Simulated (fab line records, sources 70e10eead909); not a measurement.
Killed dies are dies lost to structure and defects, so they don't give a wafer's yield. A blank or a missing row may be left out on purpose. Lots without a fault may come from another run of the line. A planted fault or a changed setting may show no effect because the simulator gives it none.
Which tool did it? | flow nand_harc | 12 lots, 36 wafers sampled, at 6 steps of a route of 1302

WHAT THE GAUGES READ, wafer by wafer
NHARC_END_SORT_01. Usual: killed_at_array 61, standard deviation 20; killed_at_other 0.9, standard deviation 1.1; killed_at_periphery 3.7, standard deviation 2.5; killed_dies 65, standard deviation 21; killed_open 3.3, standard deviation 1.8; killed_short 2.3, standard deviation 1.5.
lot  | measured     | on        | killed_at_array | killed_at_other | killed_at_periphery | killed_dies | killed_open | killed_short | flag
L281 | day 30 12:51 | prober-01 | 34 44 47        | 1 2 0           | 3 2 4               | 38 48 51    | 4 4 5       | 2 3 1        |

WHICH TOOL RAN EACH LOT (tool, then ch and the chambers of the sampled wafers, then the start)
lot  | NHARC_A_CONTACT_DESCUM_13          | NHARC_A_CONTACT_ETCH_137             | NHARC_A_CONTACT_ETCH_139             | NHARC_A_CONTACT_CVD_19        | NHARC_A_CONTACT_CMP_20
L267 | rie_diel-06 ch 1,3, day 22 10:08   | har_cap_etch-01 ch 0,1, day 22 12:03 | har_cap_etch-01 ch 0,1, day 22 12:35 | cvd_w-02 ch 0,1, day 22 14:58 | cmp-01 ch 0,3, day 22 15:51
L269 | rie_diel-07 ch 1,2,3, day 22 21:50 | har_cap_etch-03 ch 0,1, day 22 23:40 | har_cap_etch-03 ch 0,1, day 23 00:13 | cvd_w-01 ch 0,1, day 23 02:15 | cmp-04 ch 0,3, day 23 03:01
L272 | rie_diel-06 ch 1,2,3, day 23 19:08 | har_cap_etch-01 ch 0,1, day 23 21:01 | har_cap_etch-01 ch 0,1, day 23 21:34 | cvd_w-02 ch 1, day 23 23:34   | cmp-01 ch 1,2,3, day 24 00:24
L273 | rie_diel-07 ch 0,1, day 24 11:54   | har_cap_etch-03 ch 0,1, day 24 13:47 | har_cap_etch-03 ch 0,1, day 24 14:19 | cvd_w-02 ch 0,1, day 24 16:14 | cmp-04 ch 0,2,3, day 24 17:10
L275 | rie_diel-11 ch 0,1,3, day 25 10:44 | har_cap_etch-03 ch 0,1, day 25 13:07 | har_cap_etch-03 ch 0,1, day 25 13:51 | cvd_w-02 ch 0,1, day 25 16:17 | cmp-04 ch 1,3, day 25 17:11
L274 | rie_diel-06 ch 1,2,3, day 26 03:53 | har_cap_etch-03 ch 0,1, day 26 06:00 | har_cap_etch-03 ch 0,1, day 26 06:32 | cvd_w-01 ch 0,1, day 26 08:35 | cmp-04 ch 1,2, day 26 09:21
L278 | rie_diel-06 ch 0,1,3, day 27 02:09 | har_cap_etch-02 ch 0,1, day 27 04:01 | har_cap_etch-02 ch 0,1, day 27 04:34 | cvd_w-02 ch 0,1, day 27 06:47 | cmp-04 ch 1,2,3, day 27 07:40
L280 | rie_diel-07 ch 1,2,3, day 27 21:17 | har_cap_etch-02 ch 0,1, day 27 23:16 | har_cap_etch-02 ch 0,1, day 27 23:49 | cvd_w-02 ch 0,1, day 28 01:50 | cmp-01 ch 1,2,3, day 28 02:33
L281 | rie_diel-06 ch 1,2, day 28 06:24   | har_cap_etch-01 ch 0,1, day 28 08:17 | har_cap_etch-01 ch 0,1, day 28 08:49 | cvd_w-01 ch 0,1, day 28 10:44 | cmp-04 ch 2,3, day 28 11:39
L288 | rie_diel-07 ch 1,2,3, day 31 01:59 | har_cap_etch-03 ch 0,1, day 31 04:09 | har_cap_etch-03 ch 0,1, day 31 04:53 | cvd_w-01 ch 0,1, day 31 06:57 | cmp-02 ch 0,1,3, day 31 07:43
L289 | rie_diel-06 ch 0,1,3, day 31 17:30 | har_cap_etch-02 ch 0,1, day 31 19:25 | har_cap_etch-02 ch 0,1, day 31 19:58 | cvd_w-01 ch 0,1, day 31 21:56 | cmp-04 ch 2,3, day 31 22:49
L290 | rie_diel-11 ch 2,3, day 32 16:42   | har_cap_etch-03 ch 0,1, day 32 19:08 | har_cap_etch-03 ch 0,1, day 32 19:51 | cvd_w-01 ch 0,1, day 32 22:08 | cmp-02 ch 2,3, day 32 22:38
- NHARC_A_CONTACT_DESCUM_13: chemistry O2, time 3 s.
- NHARC_A_CONTACT_ETCH_137: etches the open film in C4F8/O2/Ar, time 311 s, target depth 1912 nm.
- NHARC_A_CONTACT_ETCH_139: etches the open film in C4F8/O2/Ar, time 195 s, target depth 840 nm.
- NHARC_A_CONTACT_CVD_19: deposits W, target thk 300 nm, time 802 s.
- NHARC_A_CONTACT_CMP_20: polishes, t overpolish 30 s, target thk 300 nm.

WHAT THE TOOLS THEMSELVES READ (means of the sampled wafers that have a number; where no wafer has one, the mark that the record gives instead)
NHARC_A_CONTACT_DESCUM_13. Usual: drypump_motor_current_A 5.6 A, standard deviation 0.46; oes_product_au 0.995 a.u., standard deviation 0.01; rf_vpp_V 57.8 V, standard deviation 0.92; showerhead_plenum_p_Torr 1.91 Torr, standard deviation 0.1; throttle_valve_pct 11.311 %, standard deviation 0.0092.
lot  | tool        | drypump_motor_current_A (A) | oes_product_au (a.u.) | rf_vpp_V (V) | showerhead_plenum_p_Torr (Torr) | throttle_valve_pct (%) | flag
L267 | rie_diel-06 | 5.5                         | 0.987                 | 57.8         | 1.83                            | 11.322                 |
L269 | rie_diel-07 | 5.7                         | 0.992                 | 56.9         | 1.92                            | 11.301                 |
L272 | rie_diel-06 | 5.6                         | 0.993                 | 57.5         | 1.82                            | 11.303                 |
L273 | rie_diel-07 | 5.3                         | 0.996                 | 57.5         | 1.89                            | 11.307                 |
L275 | rie_diel-11 | 5.7                         | 0.999                 | 58.9         | 1.94                            | 11.316                 |
L274 | rie_diel-06 | 5.6                         | 0.990                 | 57.6         | 1.82                            | 11.313                 |
L278 | rie_diel-06 | 5.3                         | 0.981                 | 57.1         | 1.91                            | 11.311                 |
L280 | rie_diel-07 | 5.7                         | 0.994                 | 57.3         | 1.90                            | 11.312                 |
L281 | rie_diel-06 | 5.5                         | 0.996                 | 57.8         | 1.84                            | 11.308                 |
L288 | rie_diel-07 | 5.7                         | 0.996                 | 58.5         | 2.00                            | 11.314                 |
L289 | rie_diel-06 | 5.3                         | 0.999                 | 58.4         | 1.90                            | 11.303                 |
L290 | rie_diel-11 | 5.8                         | 1.007                 | 58.2         | 1.98                            | 11.317                 |

NHARC_A_CONTACT_CVD_19. Usual: heater_power_w 485 W, standard deviation 30; throttle_valve_pct 8.0 %, standard deviation 0.37.
lot  | tool     | heater_power_w (W) | throttle_valve_pct (%) | flag
L267 | cvd_w-02 | 490                | 7.9                    |
L269 | cvd_w-01 | 460                | 8.3                    |
L272 | cvd_w-02 | 500                | 7.9                    |
L273 | cvd_w-02 | 484                | 8.0                    |
L275 | cvd_w-02 | 480                | 8.0                    |
L274 | cvd_w-01 | 489                | 8.0                    |
L278 | cvd_w-02 | 475                | 8.1                    |
L280 | cvd_w-02 | 491                | 7.9                    |
L281 | cvd_w-01 | 496                | 7.9                    |
L288 | cvd_w-01 | 511                | 8.0                    |
L289 | cvd_w-01 | 464                | 8.1                    |
L290 | cvd_w-01 | 510                | 7.8                    |

NHARC_A_CONTACT_CMP_20. Usual: motor_current_A 12.1 A, standard deviation 1.1; overpolish_run_s 30.000 s, standard deviation 0.0092; time_to_endpoint_s 60 s, standard deviation 3.5.
lot  | tool   | motor_current_A (A) | overpolish_run_s (s) | time_to_endpoint_s (s) | flag
L267 | cmp-01 | 11.6                | 29.989               | 58                     |
L269 | cmp-04 | 11.9                | 29.993               | 62                     |
L272 | cmp-01 | 11.4                | 29.999               | 57                     |
L273 | cmp-04 | 12.6                | 29.997               | 60                     |
L275 | cmp-04 | 12.3                | 30.003               | 58                     |
L274 | cmp-04 | 13.9                | 30.000               | 57                     |
L278 | cmp-04 | 12.7                | 29.995               | 41                     | OFF
L280 | cmp-01 | 11.5                | 29.994               | 37                     | OFF
L281 | cmp-04 | 12.3                | 29.986               | 61                     |
L288 | cmp-02 | 11.9                | 30.002               | 61                     |
L289 | cmp-04 | 13.1                | 30.007               | 62                     |
L290 | cmp-02 | 11.4                | 30.004               | 61                     |

THE ANSWER, worked out from the rows above alone
Rule: a lot is off if the mean of its wafers that have a number lies more than 3 standard deviations from the usual mean. A lot without any number at a reading at which 4 lots or more have one is off too. The other lots that the step has rows for count as sound. The gauges are gone through in route order, then the tools' own readings, and for those a lot's mean is taken as printed above. The first step at which some lot is off is used, and at that step the reading that is off furthest; a lot without a number counts as furthest.
Off: L278, L280, at NHARC_A_CONTACT_CMP_20 (time_to_endpoint_s).
A tool fits if, at that step or a process step before it, it ran every lot that is off, and no sound lot after the first of them. One fits: cvd_w-02 at NHARC_A_CONTACT_CVD_19. Its last sound lot is L275 (day 25 16:17), its first lot that is off L278 (day 27 06:47): a fault that began between those two fits.

WHAT THE SIMULATOR HAD PUT IN
Process parameter drift: cvd_w-02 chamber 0, from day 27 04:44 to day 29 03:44, at NHARC_A_CONTACT_CVD_19. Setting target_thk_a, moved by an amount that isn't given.
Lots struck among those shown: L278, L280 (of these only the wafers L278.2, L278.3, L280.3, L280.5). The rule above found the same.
